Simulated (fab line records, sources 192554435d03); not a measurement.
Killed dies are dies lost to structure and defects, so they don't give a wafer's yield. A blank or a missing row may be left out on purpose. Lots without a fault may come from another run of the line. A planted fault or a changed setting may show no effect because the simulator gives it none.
Which tool did it? | flow n5_finfet | 7 lots, 18 wafers sampled, at 8 steps of a route of 1938

WHAT THE GAUGES READ, wafer by wafer
N5_BEOL_M14_OCD_MEAS_35. Usual: trench_depth_nm 547 nm, standard deviation 21.
lot  | measured     | on     | trench_depth_nm (nm) | flag
L568 | day 10 20:19 | ocd-01 | 550 531 562          |
L577 | day 13 09:58 | ocd-02 | 518 551 567          |
L582 | day 14 06:59 | ocd-01 | 540 392              | OFF
L581 | day 14 09:11 | ocd-02 | 545 384              | OFF
L579 | day 14 14:41 | ocd-01 | 545 566 536          |
L583 | day 14 23:32 | ocd-01 | 418 384              | OFF
L590 | day 17 02:40 | ocd-02 | 542 523 525          |

N5_BEOL_M14_THK_MEAS_50: measures by xrf. Usual: M14_THK 546 nm, standard deviation 22.
lot  | measured     | on            | M14_THK (nm) | flag
L568 | day 10 23:42 | film_metro-01 | 546 530 559  |
L577 | day 13 13:07 | film_metro-01 | 506 539 554  |
L582 | day 14 12:12 | film_metro-01 | 539 392      | OFF
L581 | day 14 13:16 | film_metro-02 | 551 389      | OFF
L579 | day 14 19:46 | film_metro-01 | 539 557 531  |
L583 | day 15 04:38 | film_metro-02 | 422 390      | OFF
L590 | day 17 05:22 | film_metro-02 | 541 524 524  |

N5_BEOL_M14_RS_MEAS_54: measures by four-point-probe. Usual: M14_RS 0.0339 ohm/sq, standard deviation 0.0013.
lot  | measured     | on            | M14_RS (ohm/sq)      | flag
L568 | day 10 23:52 | film_metro-01 | 0.0335 0.0349 0.0329 |
L577 | day 13 13:17 | film_metro-01 | 0.0358 0.0336 0.0326 |
L582 | day 14 12:20 | film_metro-01 | 0.0343 0.0476        | OFF
L581 | day 14 13:23 | film_metro-01 | 0.0341 0.0489        | OFF
L579 | day 14 19:53 | film_metro-01 | 0.0339 0.0327 0.0346 |
L583 | day 15 04:46 | film_metro-01 | 0.0445 0.0485        | OFF
L590 | day 17 05:29 | film_metro-02 | 0.0342 0.0354 0.0352 |

N5_BEOL_M15_RC_MEAS_101. Usual: COMB_M10 1.4e-11 S/m, standard deviation 2.9e-12; COMB_M11 1.5e-11 S/m, standard deviation 3.3e-12; COMB_M12 6.4e-12 S/m, standard deviation 1.4e-12; COMB_M13 4.9e-12 S/m, standard deviation 1.1e-12; COMB_M13_max_site 7.1e-12 S/m, standard deviation 1.9e-12; COMB_M15 2.4e-12 S/m, standard deviation 7.4e-13; COMB_M5 3.6e-11 S/m, standard deviation 7.6e-12; COMB_M6 2.5e-11 S/m, standard deviation 5.3e-12; COMB_M7 2.6e-11 S/m, standard deviation 5.2e-12; COMB_M8 2.7e-11 S/m, standard deviation 5e-12; COMB_M9 1.4e-11 S/m, standard deviation 3.5e-12; SERP_M10 3.20 ohm/um, standard deviation 0.11; SERP_M11 3.09 ohm/um, standard deviation 0.11; SERP_M12 0.629 ohm/um, standard deviation 0.018; SERP_M13 0.307 ohm/um, standard deviation 0.0081; SERP_M13_max_site 0.311 ohm/um, standard deviation 0.0081; SERP_M14 0.163 ohm/um, standard deviation 0.0073; SERP_M14_max_site 0.165 ohm/um, standard deviation 0.0075; SERP_M5 39.9 ohm/um, standard deviation 2.4; SERP_M6 14.3 ohm/um, standard deviation 0.69; SERP_M7 14.0 ohm/um, standard deviation 0.69; SERP_M8 14.3 ohm/um, standard deviation 0.76; SERP_M9 3.09 ohm/um, standard deviation 0.097.
lot  | measured     | on        | COMB_M10 (S/m)             | COMB_M11 (S/m)          | COMB_M12 (S/m)          | COMB_M13 (S/m)          | COMB_M13_max_site (S/m) | COMB_M15 (S/m)          | COMB_M5 (S/m)           | COMB_M6 (S/m)           | COMB_M7 (S/m)           | COMB_M8 (S/m)           | COMB_M9 (S/m)           | SERP_M10 (ohm/um) | SERP_M11 (ohm/um) | SERP_M12 (ohm/um) | SERP_M13 (ohm/um) | SERP_M13_max_site (ohm/um) | SERP_M14 (ohm/um) | SERP_M14_max_site (ohm/um) | SERP_M5 (ohm/um) | SERP_M6 (ohm/um) | SERP_M7 (ohm/um) | SERP_M8 (ohm/um) | SERP_M9 (ohm/um) | flag
L568 | day 11 08:22 | prober-01 | 1.31e-11 1.45e-11 1.04e-11 | 1.6e-11 1.8e-11 1.1e-11 | 6.5e-12 5.4e-12 5.3e-12 | 4e-12 4.5e-12 3.1e-12   | 7.2e-12 6.1e-12 5.3e-12 | 2.6e-12 1.2e-12 2.9e-12 | 3.3e-11 3.9e-11 4.5e-11 | 1.8e-11 3.1e-11 2.2e-11 | 2.4e-11 2.6e-11 2.7e-11 | 2.8e-11 2.7e-11 2.4e-11 | 1.3e-11 1.2e-11 1.1e-11 | 3.22 3.31 3.19    | 3.09 3.08 2.98    | 0.614 0.592 0.646 | 0.321 0.309 0.316 | 0.324 0.314 0.320          | 0.164 0.170 0.159 | 0.165 0.173 0.162          | 43.3 41.0 42.3   | 14.5 14.4 14.5   | 14.5 15.1 15.0   | 14.1 13.8 15.6   | 3.00 3.08 3.10   |
L577 | day 13 18:21 | prober-02 | 1.61e-11 1.43e-11 1.24e-11 | 1.3e-11 1.1e-11 1.6e-11 | 6.4e-12 5.9e-12 6.4e-12 | 4.9e-12 4.3e-12 4.5e-12 | 6.5e-12 7.9e-12 5.9e-12 | 3.8e-12 3e-12 3.4e-12   | 3.7e-11 2.7e-11 3e-11   | 2.8e-11 3.3e-11 3.4e-11 | 2.8e-11 3.6e-11 2.6e-11 | 3.7e-11 2.6e-11 2.6e-11 | 2.2e-11 1.7e-11 2.2e-11 | 3.52 3.26 3.34    | 2.99 2.98 2.96    | 0.603 0.619 0.606 | 0.310 0.316 0.318 | 0.314 0.321 0.319          | 0.173 0.166 0.155 | 0.176 0.167 0.157          | 36.7 43.1 36.4   | 13.2 14.8 14.0   | 15.1 14.7 13.0   | 14.0 14.5 13.8   | 3.10 2.79 3.10   |
L582 | day 14 20:55 | prober-01 | 1.22e-11 1.18e-11          | 1.5e-11 9e-12           | 7.5e-12 7.5e-12         | 4.1e-12 4.4e-12         | 6.2e-12 7e-12           | 1.6e-12 1.5e-12         | 4e-11 4.2e-11           | 2.5e-11 2.5e-11         | 3.2e-11 2.9e-11         | 3.3e-11 2e-11           | 1.5e-11 1.3e-11         | 3.10 3.16         | 3.22 3.05         | 0.622 0.624       | 0.314 0.314       | 0.317 0.318                | 0.164 0.231       | 0.168 0.233                | 40.4 39.9        | 15.2 13.1        | 14.7 15.0        | 16.2 15.3        | 3.25 3.17        | OFF
L581 | day 14 21:51 | prober-01 | 1.17e-11 1.25e-11          | 1.7e-11 1.5e-11         | 4.9e-12 5.2e-12         | 4.4e-12 3.8e-12         | 7.6e-12 5.4e-12         | 1.8e-12 2.5e-12         | 3.8e-11 3.4e-11         | 2.4e-11 2.9e-11         | 1.7e-11 2.1e-11         | 2.2e-11 2.3e-11         | 1.1e-11 1.3e-11         | 3.08 3.07         | 3.05 3.11         | 0.620 0.621       | 0.301 0.296       | 0.306 0.298                | 0.170 0.238       | 0.171 0.242                | 35.5 36.7        | 14.7 14.0        | 14.9 13.8        | 14.6 14.7        | 3.08 3.09        | OFF
L579 | day 15 03:16 | prober-02 | 1.85e-11 1.49e-11 1.24e-11 | 1.4e-11 1.3e-11 1.5e-11 | 6.6e-12 6.7e-12 7.5e-12 | 4.9e-12 7.1e-12 6.2e-12 | 9.3e-12 8.8e-12 8e-12   | 4e-12 3.3e-12 4.6e-12   | 4e-11 3.6e-11 3.5e-11   | 1.8e-11 2.6e-11 1.9e-11 | 2.9e-11 2.7e-11 2.3e-11 | 2.6e-11 2.6e-11 2.4e-11 | 1.4e-11 1.2e-11 1.2e-11 | 3.15 3.16 3.24    | 2.99 3.11 3.28    | 0.620 0.650 0.611 | 0.302 0.308 0.297 | 0.307 0.309 0.300          | 0.161 0.156 0.168 | 0.162 0.158 0.170          | 47.2 39.6 40.0   | 14.3 13.0 14.5   | 13.6 13.1 13.6   | 14.2 13.6 12.6   | 3.12 3.08 3.11   |
L583 | day 15 13:52 | prober-01 | 1.54e-11 1.85e-11          | 2e-11 2.1e-11           | 6.9e-12 5.4e-12         | 4.3e-12 7.5e-12         | 5.8e-12 1.5e-11         | 1.7e-12 1.8e-12         | 3.5e-11 3.2e-11         | 1.8e-11 2.7e-11         | 3.1e-11 2.4e-11         | 2e-11 1.6e-11           | 8e-12 1e-11             | 3.06 3.10         | 3.05 3.11         | 0.617 0.616       | 0.304 0.299       | 0.307 0.304                | 0.215 0.238       | 0.217 0.245                | 35.8 35.8        | 14.2 14.2        | 15.0 13.7        | 14.1 16.1        | 2.99 3.07        | OFF
L590 | day 17 18:37 | prober-01 | 9.9e-12 1.11e-11 1.13e-11  | 1.2e-11 1.1e-11 1.8e-11 | 7.2e-12 5e-12 4.3e-12   | 2.9e-12 4.9e-12 4.6e-12 | 3.8e-12 6e-12 7.1e-12   | 1.9e-12 1.5e-12 2.2e-12 | 3.7e-11 3.7e-11 4.4e-11 | 3.3e-11 2.8e-11 2.8e-11 | 1.7e-11 3.3e-11 2.7e-11 | 2.2e-11 2.2e-11 2.1e-11 | 1.9e-11 1.5e-11 2e-11   | 3.15 3.02 3.29    | 3.03 3.05 3.14    | 0.638 0.653 0.660 | 0.311 0.307 0.309 | 0.314 0.310 0.313          | 0.164 0.171 0.170 | 0.165 0.173 0.172          | 39.9 40.4 38.4   | 15.3 13.8 13.7   | 13.6 14.2 14.1   | 13.4 14.0 14.9   | 2.86 2.96 2.99   |

WHICH TOOL RAN EACH LOT (tool, then ch and the chambers of the sampled wafers, then the start)
lot  | N5_BEOL_M14_DESCUM_15              | N5_BEOL_M14_STRIP_63                          | N5_BEOL_M14_TRENCH_ETCH_34         | N5_BEOL_M14_CMP_49
L568 | rie_diel-04 ch 0,2, day 10 18:14   | rie_diel-04 ch 0,2, day 10 20:10 or earlier   | rie_diel-02 ch 0,1,2, day 10 20:10 | cmp-02 ch 0,1, day 10 23:25
L577 | rie_diel-04 ch 1,2,3, day 13 08:02 | rie_diel-04 ch 1,2,3, day 13 09:48 or earlier | rie_diel-02 ch 0,1,2, day 13 09:48 | cmp-02 ch 0,1, day 13 12:50
L582 | rie_diel-04 ch 2, day 14 05:14     | rie_diel-04 ch 2, day 14 06:50 or earlier     | rie_diel-02 ch 2,3, day 14 06:50   | cmp-03 ch 2,3, day 14 11:55
L581 | rie_diel-05 ch 1,3, day 14 07:43   | rie_diel-05 ch 1,3, day 14 09:01 or earlier   | rie_diel-02 ch 2,3, day 14 09:01   | cmp-03 ch 0,3, day 14 12:58
L579 | rie_diel-02 ch 0,3, day 14 13:13   | rie_diel-02 ch 0,3, day 14 14:34 or earlier   | rie_diel-04 ch 0,1,2, day 14 14:34 | cmp-02 ch 0,1, day 14 19:30
L583 | rie_diel-02 ch 1,3, day 14 21:56   | rie_diel-02 ch 1,3, day 14 23:23 or earlier   | rie_diel-02 ch 0,3, day 14 23:23   | cmp-03 ch 1,2, day 15 04:23
L590 | rie_diel-04 ch 1,2, day 17 01:11   | rie_diel-04 ch 1,2, day 17 02:31 or earlier   | rie_diel-04 ch 2,3, day 17 02:31   | cmp-03 ch 0,1, day 17 05:04
- N5_BEOL_M14_DESCUM_15: chemistry O2, time 7.9 s.
- N5_BEOL_M14_STRIP_63: strips in O2.
- N5_BEOL_M14_TRENCH_ETCH_34: etches SiO2 in C4F8/O2/Ar, target depth 556.65 nm, time 126.9 s.
- N5_BEOL_M14_CMP_49: polishes, stops on SiO2, t overpolish 5.2 s, target thk 560 nm.

WHAT THE TOOLS THEMSELVES READ (means of the sampled wafers that have a number; where no wafer has one, the mark that the record gives instead)
N5_BEOL_M14_DESCUM_15. Usual: drypump_motor_current_A 5.7 A, standard deviation 0.4; oes_product_au 0.82 a.u., standard deviation 0.087; rf_vpp_V 243.1 V, standard deviation 1.6; showerhead_plenum_p_Torr 2.08 Torr, standard deviation 0.096; throttle_valve_pct 20.25 %, standard deviation 0.2.
lot  | tool        | drypump_motor_current_A (A) | oes_product_au (a.u.) | rf_vpp_V (V) | showerhead_plenum_p_Torr (Torr) | throttle_valve_pct (%) | flag
L568 | rie_diel-04 | 5.4                         | 0.72                  | 243.0        | 2.09                            | 20.55                  |
L577 | rie_diel-04 | 5.6                         | 0.82                  | 242.7        | 2.07                            | 20.18                  |
L582 | rie_diel-04 | 5.3                         | 0.90                  | 242.9        | 2.02                            | 20.18                  |
L581 | rie_diel-05 | 5.8                         | 0.79                  | 243.1        | 2.08                            | 20.43                  |
L579 | rie_diel-02 | 6.4                         | 0.97                  | 243.2        | 2.12                            | 19.99                  |
L583 | rie_diel-02 | 6.2                         | 0.90                  | 243.2        | 2.11                            | 20.17                  |
L590 | rie_diel-04 | 5.4                         | 0.87                  | 243.5        | 2.10                            | 20.12                  |

N5_BEOL_M14_STRIP_63. Usual: drypump_motor_current_A 5.7 A, standard deviation 0.4; oes_product_au 0.82 a.u., standard deviation 0.086; rf_vpp_V 3.6 V, standard deviation 0.9; showerhead_plenum_p_Torr 2.09 Torr, standard deviation 0.095; throttle_valve_pct 16.50 %, standard deviation 0.2.
lot  | tool        | drypump_motor_current_A (A) | oes_product_au (a.u.) | rf_vpp_V (V) | showerhead_plenum_p_Torr (Torr) | throttle_valve_pct (%) | flag
L568 | rie_diel-04 | 5.4                         | 0.73                  | 3.7          | 2.10                            | 16.83                  |
L577 | rie_diel-04 | 5.6                         | 0.82                  | 4.2          | 2.08                            | 16.44                  |
L582 | rie_diel-04 | 5.3                         | 0.90                  | 4.3          | 2.03                            | 16.41                  |
L581 | rie_diel-05 | 5.8                         | 0.78                  | 3.1          | 2.08                            | 16.70                  |
L579 | rie_diel-02 | 6.4                         | 0.95                  | 3.3          | 2.12                            | 16.18                  |
L583 | rie_diel-02 | 6.2                         | 0.90                  | 3.2          | 2.11                            | 16.34                  |
L590 | rie_diel-04 | 5.4                         | 0.87                  | 4.2          | 2.11                            | 16.33                  |

N5_BEOL_M14_TRENCH_ETCH_34. Usual: drypump_motor_current_A 5.7 A, standard deviation 0.39; oes_ar_750_au 0.83 a.u., standard deviation 0.085; oes_product_au 0.83 a.u., standard deviation 0.086; rf_vpp_V 2187 V, standard deviation 51; showerhead_plenum_p_Torr 3.44 Torr, standard deviation 0.12; throttle_valve_pct 30.74 %, standard deviation 0.21.
lot  | tool        | drypump_motor_current_A (A) | oes_ar_750_au (a.u.) | oes_product_au (a.u.) | rf_vpp_V (V) | showerhead_plenum_p_Torr (Torr) | throttle_valve_pct (%) | flag
L568 | rie_diel-02 | 5.9                         | 0.83                 | 0.83                  | 2172         | 3.38                            | 30.67                  |
L577 | rie_diel-02 | 5.9                         | 0.89                 | 0.89                  | 2182         | 3.50                            | 30.58                  |
L582 | rie_diel-02 | 6.1                         | 0.92                 | 0.83                  | 2142         | 3.38                            | 30.63                  |
L581 | rie_diel-02 | 6.1                         | 0.91                 | 0.82                  | 2142         | 3.38                            | 30.61                  |
L579 | rie_diel-04 | 5.4                         | 0.88                 | 0.89                  | 2198         | 3.49                            | 30.77                  |
L583 | rie_diel-02 | 6.3                         | 0.93                 | 0.77                  | 2158         | 3.54                            | 30.48                  |
L590 | rie_diel-04 | 5.6                         | 0.85                 | 0.83                  | 2190         | 3.35                            | 30.78                  |

N5_BEOL_M14_CMP_49. Usual: barrier_field_endpoint_s 11.4 s, standard deviation 0.34; clearing_platen_rpm 80.00 rpm, standard deviation 0.04; motor_current_A 8.1 A, standard deviation 1; overpolish_run_s 5.199 s, standard deviation 0.0093; slurry_flow_ml_min 150.0, standard deviation 0.47; time_to_endpoint_s 120 s, standard deviation 5.
lot  | tool   | barrier_field_endpoint_s (s) | clearing_platen_rpm (rpm) | motor_current_A (A) | overpolish_run_s (s) | slurry_flow_ml_min | time_to_endpoint_s (s) | flag
L568 | cmp-02 | 11.8                         | 79.99                     | 8.0                 | 5.199                | 150.3              | 126                    |
L577 | cmp-02 | 11.5                         | 80.01                     | 8.5                 | 5.198                | 150.1              | 122                    |
L582 | cmp-03 | 11.2                         | 79.97                     | 8.4                 | 5.199                | 150.1              | 122                    |
L581 | cmp-03 | 10.9                         | 80.02                     | 8.2                 | 5.194                | 150.3              | 116                    |
L579 | cmp-02 | 11.7                         | 80.00                     | 8.5                 | 5.205                | 149.2              | 121                    |
L583 | cmp-03 | 11.4                         | 79.98                     | 9.2                 | 5.201                | 150.1              | 124                    |
L590 | cmp-03 | 11.3                         | 79.99                     | 8.4                 | 5.205                | 150.4              | 119                    |

THE ANSWER, worked out from the rows above alone
Rule: a lot is off if the mean of its wafers that have a number lies more than 3 standard deviations from the usual mean. A lot without any number at a reading at which 4 lots or more have one is off too. The other lots that the step has rows for count as sound. The gauges are gone through in route order, then the tools' own readings, and for those a lot's mean is taken as printed above. The first step at which some lot is off is used, and at that step the reading that is off furthest; a lot without a number counts as furthest.
Off: L582, L581, L583, at N5_BEOL_M14_OCD_MEAS_35 (trench_depth_nm).
A tool fits if, at a process step before that reading, it ran every lot that is off, and no sound lot after the first of them. The gauges at N5_BEOL_M14_OCD_MEAS_35 aren't tried: what is off there is off at N5_BEOL_M14_THK_MEAS_50 too, on other tools, and a gauge's error can't cause that. N5_BEOL_M14_STRIP_63 gives no start for some lots, so the hours and the order of its lots are those of N5_BEOL_M14_TRENCH_ETCH_34. One fits: rie_diel-02 at N5_BEOL_M14_TRENCH_ETCH_34. Its last sound lot is L577 (day 13 09:48), its first lot that is off L582 (day 14 06:50): a fault that began between those two fits.

WHAT THE SIMULATOR HAD PUT IN
Process parameter drift: rie_diel-02, from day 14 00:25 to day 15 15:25, at N5_BEOL_M14_TRENCH_ETCH_34. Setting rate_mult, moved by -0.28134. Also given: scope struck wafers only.
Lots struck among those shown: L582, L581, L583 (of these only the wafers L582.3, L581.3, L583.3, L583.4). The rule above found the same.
